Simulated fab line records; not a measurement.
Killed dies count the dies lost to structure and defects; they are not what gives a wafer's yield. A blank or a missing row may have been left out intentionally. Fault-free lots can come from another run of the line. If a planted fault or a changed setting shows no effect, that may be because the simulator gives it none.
2 desks looking at one fault / flow n5_finfet / each desk holds nothing but its own numbers, with what lay behind them at the end

AT THE TOOL OWNER'S DESK: ald_sin-04
The tool's own readings at N5_BEOL_M0_SAQP_SPACER1_ALD_98 (deposits SiO2, target thk 12.8 nm, pulse time 1 s, purge time 2 s): means of the sampled wafers that have a number, for each lot that ran on this tool. Marked OUT: a lot whose mean sits more than 4 standard deviations from the usual mean, which makes it out of limits; the brackets give that distance.
Columns: A = heater_power_w at N5_BEOL_M0_SAQP_SPACER1_ALD_98, usual 484 W; B = precursor_pulse_height_rel at N5_BEOL_M0_SAQP_SPACER1_ALD_98, usual 1.000; C = susceptor_temp_C at N5_BEOL_M0_SAQP_SPACER1_ALD_98, usual 300.02 C
lot=L441; first seen here=day 6 05:59; A=481; B=1.003; C=300.04
lot=L453; first seen here=day 9 11:09; A=474; B=1.011; C=299.98
lot=L454; first seen here=day 9 15:47; A=491; B=0.984; C=299.99
This desk's verdict: no lot among the 3 shows anything out of limits.

METROLOGY DESK
What the gauges read for every lot (on any tool): the sampled wafers with a number, averaged. Marked OUT: a lot whose mean sits more than 4 standard deviations from the usual mean, which makes it out of limits; the brackets give that distance. Shown are 7 of the 11 readings it has, namely the first that went out of limits plus those furthest out on some lot.
Columns: A = cd_nm at N5_BEOL_M0_SAQP_CD_MEAS_25, usual 12.78 nm; B = DIBL_N at N5_BEOL_M4_RC_MEAS_101, usual 36.5 mV/V; C = IOFF_P at N5_BEOL_M4_RC_MEAS_101, usual 0.22 nA/um; D = ION_N at N5_BEOL_M4_RC_MEAS_101, usual 676 uA/um; E = ION_P at N5_BEOL_M4_RC_MEAS_101, usual 462 uA/um; F = SS_N at N5_BEOL_M4_RC_MEAS_101, usual 71.5 mV/dec; G = VT_P at N5_BEOL_M4_RC_MEAS_101, usual -250 mV
lot=L441; first seen here=day 6 06:40; A=12.92; B=36.2; C=0.20; D=661; E=459; F=71.1; G=-251
lot=L453; first seen here=day 9 11:53; A=10.45 (-11) OUT; B=36.8; C=0.19; D=680; E=451; F=72.1; G=-255
lot=L454; first seen here=day 9 16:41; A=10.48 (-10) OUT; B=39.1; C=0.22; D=667; E=457; F=72.8; G=-250
lot=L455; first seen here=day 9 21:50; A=12.99; B=36.9; C=0.27; D=685; E=476; F=71.3; G=-242
This desk's verdict: out of limits on L453, L454, starting with L453 at day 9 11:53 (cd_nm at N5_BEOL_M0_SAQP_CD_MEAS_25). L441, L455: within limits.

TAKEN TOGETHER
L453, L454 would have let the metrology desk raise an alarm at day 9 11:53.
Nothing out of limits was seen by the tool owner's desk.
The tool owner's desk has L453, L454 on record, within its limits.
Every lot named ran N5_BEOL_M0_SAQP_SPACER1_ALD_98 on ald_sin-04.

WHAT HAD BEEN PUT IN BY THE SIMULATOR
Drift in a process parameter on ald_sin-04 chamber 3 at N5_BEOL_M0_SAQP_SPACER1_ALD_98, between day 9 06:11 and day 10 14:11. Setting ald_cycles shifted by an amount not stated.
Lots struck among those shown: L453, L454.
Time in hours between the start of the fault and the first out-of-limits reading at each desk: metrology desk, 6.
